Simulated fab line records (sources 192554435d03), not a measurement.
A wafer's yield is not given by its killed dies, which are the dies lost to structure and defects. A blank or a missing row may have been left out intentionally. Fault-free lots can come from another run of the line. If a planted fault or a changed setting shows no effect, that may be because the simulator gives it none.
fab line records	flow n5_finfet
[record] lots = 11	wafers = 33	last_day = 19
route steps=1938 shown BEOL_M6@1238 PASSIVATION@1936
lots that met no fault: from a run of the same line without faults
start_h: hours from the record's first day to the start of the lot's first wafer shown	wait_h: hours since the lot's step before	" identical to the entry in the row above	L1.1+2: several wafers, shown together as one row	- either no value or no given start	* or withheld: withheld	< > ~ a bound
route shown NAME@n: a module of which the file shows steps, and the number in the route of the first	usual: mean/standard deviation of fault-free wafers	same: alike in all rows	chamber/n: place in a boat	sites: per-site readings	_std_site: standard deviation of those values	_edge_site: the outer-site mean with the inner-site mean subtracted	radius_mm: for every site, how far away it sits from the centre of the wafer	mask NAME#n: copy n	behind: tool/chamber where the wafer was last shaped	hold: why the lot was held/for how many hours/how that ended	device: which transistor (n, p or np) failed to switch	end of line: at the end of the route, the tests of the same wafers	step lacking rows: just its recipe	killed: dies lost to structure and defects at the first sort, not the wafer's yield	map: dies across one wafer; x = killed, . = not, _ = none there
set.NAME: the setting as run; set.NAME@STEP: as run at that earlier step	model.NAME: the simulator's own value behind a step, which no gauge read
one table for each step of the route and one row for each wafer, over a sample of lots
services: the hour from which a tool's chamber was out of use, counted from the record's first day as start_h (under 0 if before that day), plus the number of hours and why
[[steps]]
[step N5_BEOL_M6_STRIP_36]
[recipe] chemistry = N2/H2	power_w = 450	temp_c = 40	pressure_mtorr = 20	rf_frequency_hz = 6e+07	overash_fraction = 0.3	bias_power_w = 7	h2_frac = 0.5	n2_flow_sccm = 200	h2_flow_sccm = 200
[usual] drypump_motor_current_A = 5.77/0.26	oes_product_au = 0.82/0.08	rf_vpp_V = 59.1/1.4	showerhead_plenum_p_Torr = 2.57/0.091	throttle_valve_pct = 23.6/0.36
lot.wafer	tool	chamber	start_h	wait_h	drypump_motor_current_A	oes_product_au	rf_hours_counter_h	rf_vpp_V	showerhead_plenum_p_Torr	throttle_valve_pct
L947.3	rie_diel-04	1	212.79	0.0	6.02	0.92	19	60.3	2.59	23.4
L947.5	"	0	"	"	5.47	0.67	-	60.8	2.50	23.8
L947.6	"	3	"	"	6.04	0.87	-	59.4	2.70	23.7
L949.2	rie_diel-04	0	236.59	0.0	5.45	0.66	250	58.4	2.49	23.8
L949.4	"	1	"	"	6.06	0.91	26	59.6	2.59	23.4
L949.6	"	2	"	"	5.47	0.66	-	57.7	2.41	24.3
L951.2	rie_diel-06	2	253.25	0.0	5.76	0.84	63	58.5	2.68	23.1
L951.3	"	1	"	"	5.61	0.82	101	60.8	2.46	23.8
L951.5	"	1	"	"	5.61	0.80	-	59.3	2.46	23.8
L950.1	rie_diel-05	2	265.10	0.0	6.18	0.81	101	58.3	2.56	23.9
L950.2	"	0	"	"	5.59	0.77	146	58.3	2.53	23.3
L950.6	"	3	"	"	5.93	0.89	-	60.1	2.50	23.9
L956.2	rie_diel-05	2	277.58	0.0	6.12	0.80	105	59.0	2.56	23.9
L956.3	"	0	"	"	5.61	0.75	150	56.0	2.53	23.3
L956.4	"	3	"	"	5.86	0.91	19	59.6	2.50	23.9
L960.2	rie_diel-04	3	330.84	0.0	6.04	0.82	91	59.6	2.69	23.7
L960.3	"	2	"	"	5.46	0.98	6	58.7	2.72	23.9
L960.4	"	3	"	"	6.06	0.81	-	59.8	2.69	23.7
L963.1	rie_diel-05	1	332.49	0.0	5.82	0.80	77	61.5	2.56	23.0
L963.2	"	3	"	"	5.88	0.85	46	60.6	2.48	23.9
L963.4	"	3	"	"	5.90	0.85	-	58.7	2.48	23.9
L965.1	rie_diel-04	1	358.01	0.0	6.02	0.86	56	57.9	2.57	23.5
L965.4	"	0	"	"	5.46	0.87	30	59.6	2.48	23.5
L965.5	"	2	"	"	5.45	0.95	-	59.9	2.72	23.9
L964.1	rie_diel-05	3	358.28	0.0	5.87	0.85	53	59.4	2.48	23.9
L964.2	"	1	"	"	5.82	0.82	84	58.4	2.56	23.1
L964.3	"	2	"	"	6.15	0.76	141	58.6	2.55	23.9
L966.3	rie_diel-05	3	359.80	0.0	5.89	0.85	53	57.9	2.48	23.9
L966.5	"	1	"	"	5.80	0.80	-	59.1	2.56	23.0
L966.6	"	0	"	"	5.57	0.73	-	58.3	2.52	23.3
L967.1	rie_diel-04	0	362.96	0.0	5.43	0.87	31	58.1	2.48	23.5
L967.5	"	1	"	"	6.02	0.86	-	58.6	2.57	23.5
L967.6	"	2	"	"	5.44	0.95	-	61.5	2.72	23.8
[step N5_BEOL_M6_SPUTTER_48]
[recipe] material = Cu	target_thk_a = 100	temp_c = -20	bias_v = 60	power_w = 26000	chamber_pressure_pa = 0.13	time_s = 1.667
[usual] throttle_valve_pct = 30.7/0.97
lot.wafer	tool	chamber	start_h	wait_h	throttle_valve_pct
L947.3	pvd_sputter-03	-	214.91	0.1	28.9
L947.5	"	-	"	"	29.0
L947.6	"	-	"	"	30.3
L949.2	pvd_sputter-01	-	238.39	0.1	30.8
L949.4	"	-	"	"	29.8
L949.6	"	-	"	"	30.6
L951.2	pvd_sputter-02	-	255.23	0.2	30.1
L951.3	"	-	"	"	32.4
L951.5	"	-	"	"	31.7
L950.1	pvd_sputter-02	-	267.03	0.1	30.2
L950.2	"	-	"	"	30.2
L950.6	"	-	"	"	31.5
L956.2	pvd_sputter-02	-	280.87	0.2	30.2
L956.3	"	-	"	"	30.1
L956.4	"	-	"	"	31.8
L960.2	pvd_sputter-03	-	332.60	0.1	28.7
L960.3	"	-	"	"	30.4
L960.4	"	-	"	"	31.3
L963.1	pvd_sputter-01	-	334.14	0.2	30.6
L963.2	"	-	"	"	32.4
L963.4	"	-	"	"	32.3
L965.1	pvd_sputter-03	-	359.76	0.1	30.6
L965.4	"	-	"	"	28.7
L965.5	"	-	"	"	30.8
L964.1	pvd_sputter-03	-	359.84	0.1	31.1
L964.2	"	-	"	"	28.6
L964.3	"	-	"	"	31.0
L966.3	pvd_sputter-02	-	363.16	0.1	30.0
L966.5	"	-	"	"	30.2
L966.6	"	-	"	"	31.5
L967.1	pvd_sputter-03	-	366.17	0.1	31.2
L967.5	"	-	"	"	30.8
L967.6	"	-	"	"	28.7
[step N5_BEOL_M6_ECD_50]
[recipe] material = Cu	target_thk_a = 3000
lot.wafer	tool	chamber	start_h	wait_h
L947.3+5+6	ecd_cu-02	1,0,1	215.10	0.2
L949.2+4+6	ecd_cu-02	1,0,0	238.51	0.1
L951.2+3+5	ecd_cu-01	0	255.34	0.1
L950.1+2+6	ecd_cu-01	0,1,1	267.15	0.1
L956.2+3+4	ecd_cu-02	0,1,0	281.00	0.1
L960.2+3+4	ecd_cu-02	1,1,0	332.73	0.1
L963.1+2+4	ecd_cu-02	1,0,1	334.51	0.3
L965.1+4+5	ecd_cu-01	0	361.30	1.5
L964.1+2+3	ecd_cu-01	0,1,0	361.46	1.6
L966.3+5+6	ecd_cu-01	0,0,1	363.30	0.1
L967.1+5+6	ecd_cu-01	0,1,0	366.29	0.1
[step N5_BEOL_M6_CMP_52]
[recipe] stop_on = SiCOH_lowk	t_overpolish_s = 6.9	down_force_psi = 1	platen_rpm = 50	clearing_platen_down_force_psi = 1.5	clearing_platen_rpm = 50	post_cmp_clean = cu_alkaline	target_thk_nm = 80	clearing_platen_pad_velocity_m_s = 0.99484	pad_velocity_m_s = 0.99484
[usual] motor_current_A = 5.8/0.54	retaining_ring_pressure_frac = 1.000/0.0044	slurry_filter_dp_kPa = 13.51/0.14	time_to_endpoint_s = 63/3.4
lot.wafer	tool	chamber	start_h	wait_h	motor_current_A	retaining_ring_pressure_frac	slurry_filter_dp_kPa	time_to_endpoint_s
L947.3	cmp-02	2	217.99	0.2	5.9	0.998	13.56	61
L947.6	"	1	"	"	5.3	1.000	13.51	64
L947.5	"	2	"	"	5.9	0.997	13.55	61
L949.2	cmp-02	2	244.40	0.2	5.5	0.992	13.36	61
L949.4	"	0	"	"	7.0	1.003	13.43	62
L949.6	"	3	"	"	6.2	0.996	13.69	62
L951.3	cmp-02	1	256.69	0.2	5.1	0.999	13.77	62
L951.2	"	2	"	"	5.6	0.998	13.63	58
L951.5	"	2	"	"	5.8	1.004	13.68	60
L950.2	cmp-01	3	268.24	0.2	5.5	0.991	13.35	70
L950.1	"	1	"	"	6.1	1.005	13.62	69
L950.6	"	0	"	"	5.2	0.993	13.34	68
L956.2	cmp-02	3	281.52	0.2	6.0	1.000	13.31	62
L956.4	"	0	"	"	6.8	0.997	13.44	63
L956.3	"	1	"	"	5.1	0.993	13.75	64
L960.2	cmp-01	1	333.15	0.2	6.2	0.996	13.54	63
L960.3	"	2	"	"	5.6	1.000	13.30	57
L960.4	"	0	"	"	5.3	1.009	13.50	113
L963.2	cmp-04	3	335.16	0.2	6.2	0.999	13.65	60
L963.1	"	1	"	"	6.3	0.998	13.45	54
L963.4	"	2	"	"	5.9	1.004	13.28	112
L965.4	cmp-02	0	361.70	0.1	6.5	1.009	13.53	67
L965.1	"	3	"	"	5.9	0.998	13.41	68
L965.5	"	0	"	"	6.2	1.008	13.50	69
L964.1	cmp-04	2	362.00	0.3	5.8	1.001	13.41	59
L964.3	"	3	"	"	6.7	1.004	13.32	65
L964.2	"	0	"	"	5.3	1.004	13.51	64
L966.3	cmp-02	1	363.82	0.3	5.3	0.998	13.52	61
L966.5	"	2	"	"	5.7	1.001	13.48	58
L966.6	"	3	"	"	6.4	0.998	13.64	62
L967.1	cmp-04	1	366.72	0.3	6.4	1.001	14.02	58
L967.6	"	0	"	"	5.2	0.999	13.52	59
L967.5	"	1	"	"	6.4	0.989	13.27	58
[step N5_BEOL_M6_INSPECT_58]
[recipe] inspect_instrument = darkfield	mode = post_dep
[usual] raw_defect_count = 71/25
lot.wafer	tool	chamber	start_h	wait_h	raw_defect_count
L947.3	defect_inspect-01	-	218.41	0.0	73
L947.5	"	-	"	"	105
L947.6	"	-	"	"	96
L949.2	defect_inspect-02	-	244.85	0.0	63
L949.4	"	-	"	"	49
L949.6	"	-	"	"	59
L951.2	defect_inspect-01	-	257.15	0.0	39
L951.3	"	-	"	"	94
L951.5	"	-	"	"	41
L950.1	defect_inspect-01	-	268.69	0.0	41
L950.2	"	-	"	"	67
L950.6	"	-	"	"	61
L956.2	defect_inspect-01	-	281.97	0.0	71
L956.3	"	-	"	"	77
L956.4	"	-	"	"	72
L960.2	defect_inspect-02	-	333.60	0.0	82
L960.3	"	-	"	"	54
L960.4	"	-	"	"	49
L963.1	defect_inspect-01	-	335.61	0.0	86
L963.2	"	-	"	"	76
L963.4	"	-	"	"	97
L965.1	defect_inspect-02	-	362.42	0.3	76
L965.4	"	-	"	"	74
L965.5	"	-	"	"	65
L964.1	defect_inspect-01	-	362.43	0.0	44
L964.2	"	-	"	"	53
L964.3	"	-	"	"	86
L966.3	defect_inspect-02	-	364.16	0.0	85
L966.5	"	-	"	"	66
L966.6	"	-	"	"	90
L967.1	defect_inspect-02	-	367.13	0.0	63
L967.5	"	-	"	"	43
L967.6	"	-	"	"	81
[step N5_PASSIVATION_PROBE_49]
[usual] defect_limited_yield = 91.1/1.4	killed_at_M0_to_M3 = 36/11	killed_at_M4_up = 14/5.2	killed_at_contacts = 12/6.1	killed_at_front_end = 40/12	killed_at_other = 3.2/2.5	killed_dies = 105/16	killed_on_rim = 14/4.4	killed_open = 68/12	killed_short = 35/8.7	sort_bin_5_function = 5.2/0.89	sort_bin_6_memory = 3.3/0.66	sort_n_pass = 1074/16	sort_yield_pct = 91.1/1.4
[same] gross_dies = 1180	killed_at_back_side = 0	sort_bin_4_leakage[%] = 0	sort_bin_8_speed[%] = 0
lot.wafer	tool	chamber	start_h	wait_h	defect_limited_yield[%]	killed_at_M0_to_M3	killed_at_M4_up	killed_at_contacts	killed_at_front_end	killed_at_other	killed_dies	killed_on_rim	killed_open	killed_short	sort_bin_5_function[%]	sort_bin_6_memory[%]	sort_n_pass	sort_yield_pct[%]
L960.2	prober-01	-	412.03	0.1	93.8	22	10	6	35	0	73	8	49	24	3.0	3.0	1107	93.8
// killed by level:class
L960.2 FIN_SAQP:geometric_particle:short=13 FIN_SAQP:geometric_particle:open=7 BEOL_M0_SAQP:geometric_particle:open=7 STI_FIN_REVEAL:geometric_particle:open=6 MOL_CONTACT_COAG:geometric_particle:open=6 BEOL_M3:geometric_particle:open=6 STARTING-WAFER:geometric_particle:short=4 BEOL_M2:geometric_particle:open=3
[[services]]
tool	chamber	start_h	hours	kind
ecd_cu-01	-	190.03	0.6	repair
cmp-02	-	190.77	2.5	repair
cmp-04	-	204.99	14.7	pm
ecd_cu-01	-	213.46	10.2	repair
cmp-04	-	231.45	1.2	repair
cmp-01	-	237.79	4.5	repair
rie_diel-05	-	238.15	0.8	repair
ecd_cu-01	-	242.75	1.1	repair
pvd_sputter-03	-	256.81	10.5	repair
cmp-01	-	271.38	4.5	repair
rie_diel-04	-	292.12	28.1	pm
cmp-01	-	311.58	2.0	repair
ecd_cu-02	-	311.70	2.1	repair
cmp-04	-	313.29	1.4	repair
cmp-01	-	317.92	4.0	pm
cmp-01	-	325.08	1.0	repair
rie_diel-04	1	326.00	10.0	repair
rie_diel-05	0	329.85	3.2	repair
ecd_cu-01	-	332.39	3.8	repair
rie_diel-05	-	339.29	2.8	pm
cmp-02	-	339.95	0.9	repair
rie_diel-04	-	341.02	0.3	repair
ecd_cu-02	-	350.03	12.8	repair
rie_diel-05	1	355.98	1.7	repair
[[key]]
[first_sign] step = N5_BEOL_M6_CMP_52	reading = time_to_endpoint_s	direction = up	sigmas = 15	usual = *	struck = *
effect none on later readings
met_at N5_BEOL_M6_ECD_50
struck_lots L960,L963
struck_wafers L960.4,L963.4
not_acting_at N5_BEOL_M6_STRIP_36,N5_BEOL_M6_SPUTTER_48,N5_BEOL_M6_INSPECT_58
onset_between 281.00 332.73
[fault] kind = process_parameter_drift	tool = ecd_cu-02	chamber = -	onset_h = 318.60	steps = N5_BEOL_M6_ECD_50	channel = target_thk_a	offset = *	shape = step	end_h = 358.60	scope = struck_wafers_only	acts_in = *	stated = *
